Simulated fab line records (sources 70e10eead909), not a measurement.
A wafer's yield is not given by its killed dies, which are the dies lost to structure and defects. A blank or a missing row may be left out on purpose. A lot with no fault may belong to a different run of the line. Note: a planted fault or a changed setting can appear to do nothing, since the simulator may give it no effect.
Chamber matching :: flow nand_harc :: 4 sister chambers for NHARC_A_BLC_STRIP_29 on rie_diel-13
The step strips in CF4. 14 wafers are shown with their chamber, then 7 later ones without.

## EACH WAFER AND ITS CHAMBER
wafer: L075.1
chamber: 1
drypump_motor_current_A (A): 4.7
showerhead_plenum_p_Torr (Torr): 1.83
chamber_pressure_mTorr (mTorr): 50.00

wafer: L075.2
chamber: 2
drypump_motor_current_A (A): 5.6
showerhead_plenum_p_Torr (Torr): 1.68
chamber_pressure_mTorr (mTorr): 49.99

wafer: L075.4
chamber: 0
drypump_motor_current_A (A): 5.6
showerhead_plenum_p_Torr (Torr): 1.76
chamber_pressure_mTorr (mTorr): 49.99

wafer: L083.2
chamber: 2
drypump_motor_current_A (A): 5.6
showerhead_plenum_p_Torr (Torr): 1.68
chamber_pressure_mTorr (mTorr): 50.03

wafer: L083.4
chamber: 3
drypump_motor_current_A (A): 5.9
showerhead_plenum_p_Torr (Torr): 1.68
chamber_pressure_mTorr (mTorr): 49.92

wafer: L083.6
chamber: 2
drypump_motor_current_A (A): 5.6
showerhead_plenum_p_Torr (Torr): 1.68
chamber_pressure_mTorr (mTorr): 49.95

wafer: L088.2
chamber: 3
drypump_motor_current_A (A): 5.9
showerhead_plenum_p_Torr (Torr): 1.67
chamber_pressure_mTorr (mTorr): 49.94

wafer: L088.4
chamber: 1
drypump_motor_current_A (A): 4.7
showerhead_plenum_p_Torr (Torr): 1.82
chamber_pressure_mTorr (mTorr): 50.03

wafer: L088.5
chamber: 0
drypump_motor_current_A (A): 5.6
showerhead_plenum_p_Torr (Torr): 1.75
chamber_pressure_mTorr (mTorr): 49.91

wafer: L089.3
chamber: 0
drypump_motor_current_A (A): 5.6
showerhead_plenum_p_Torr (Torr): 1.75
chamber_pressure_mTorr (mTorr): 50.03

wafer: L089.4
chamber: 1
drypump_motor_current_A (A): 4.8
showerhead_plenum_p_Torr (Torr): 1.82
chamber_pressure_mTorr (mTorr): 50.08

wafer: L089.5
chamber: 2
drypump_motor_current_A (A): 5.6
showerhead_plenum_p_Torr (Torr): 1.68
chamber_pressure_mTorr (mTorr): 50.01

wafer: L090.1
chamber: 2
drypump_motor_current_A (A): 5.6
showerhead_plenum_p_Torr (Torr): 1.68
chamber_pressure_mTorr (mTorr): 49.96

wafer: L090.5
chamber: 0
drypump_motor_current_A (A): 5.6
showerhead_plenum_p_Torr (Torr): 1.75
chamber_pressure_mTorr (mTorr): 50.04

SIGNATURES (averages over the wafers above)
reading: drypump_motor_current_A
chamber 0: 5.600
chamber 1: 4.733
chamber 2: 5.600
chamber 3: 5.900
scatter within a chamber: 0.0258

reading: showerhead_plenum_p_Torr
chamber 0: 1.7525
chamber 1: 1.8233
chamber 2: 1.6800
chamber 3: 1.6750
scatter within a chamber: 0.00438

reading: chamber_pressure_mTorr
chamber 0: 49.9925
chamber 1: 50.0367
chamber 2: 49.9880
chamber 3: 49.9300
scatter within a chamber: 0.0429
Rule: for each reading, subtract the chamber's mean from the wafer's reading, divide by that reading's scatter and square the result; add these up over the readings and take the root, which gives the wafer's distance from the chamber. If the next closest chamber is less than 2 further off than the closest, the wafer can't be placed; otherwise it belongs to the closest. The scatter: the root of (the sum of the squares of (reading less its chamber's mean) over the shown wafers, divided by (wafers less chambers)).

## WAFERS WHOSE CHAMBER IS MISSING
wafer: L090.6
drypump_motor_current_A (A): 4.7
showerhead_plenum_p_Torr (Torr): 1.82
chamber_pressure_mTorr (mTorr): 49.96

wafer: L091.2
drypump_motor_current_A (A): 5.9
showerhead_plenum_p_Torr (Torr): 1.67
chamber_pressure_mTorr (mTorr): 49.94

wafer: L091.4
drypump_motor_current_A (A): 5.6
showerhead_plenum_p_Torr (Torr): 1.75
chamber_pressure_mTorr (mTorr): 50.07

wafer: L091.6
drypump_motor_current_A (A): 5.6
showerhead_plenum_p_Torr (Torr): 1.75
chamber_pressure_mTorr (mTorr): 50.01

wafer: L095.3
drypump_motor_current_A (A): 5.6
showerhead_plenum_p_Torr (Torr): 1.75
chamber_pressure_mTorr (mTorr): 49.97

wafer: L095.5
drypump_motor_current_A (A): 5.6
showerhead_plenum_p_Torr (Torr): 1.75
chamber_pressure_mTorr (mTorr): 49.93

wafer: L095.6
drypump_motor_current_A (A): 5.9
showerhead_plenum_p_Torr (Torr): 1.67
chamber_pressure_mTorr (mTorr): 50.04

## CHAMBER TAKEN BY EACH
wafer: L090.6
from the rows above: 1
in truth: 1

wafer: L091.2
from the rows above: 3
in truth: 3

wafer: L091.4
from the rows above: 0
in truth: 0

wafer: L091.6
from the rows above: 0
in truth: 0

wafer: L095.3
from the rows above: 0
in truth: 0

wafer: L095.5
from the rows above: 0
in truth: 0

wafer: L095.6
from the rows above: 3
in truth: 3
7 of 7 placed correctly. Number that these rows cannot place: 0. 0 placed wrongly.
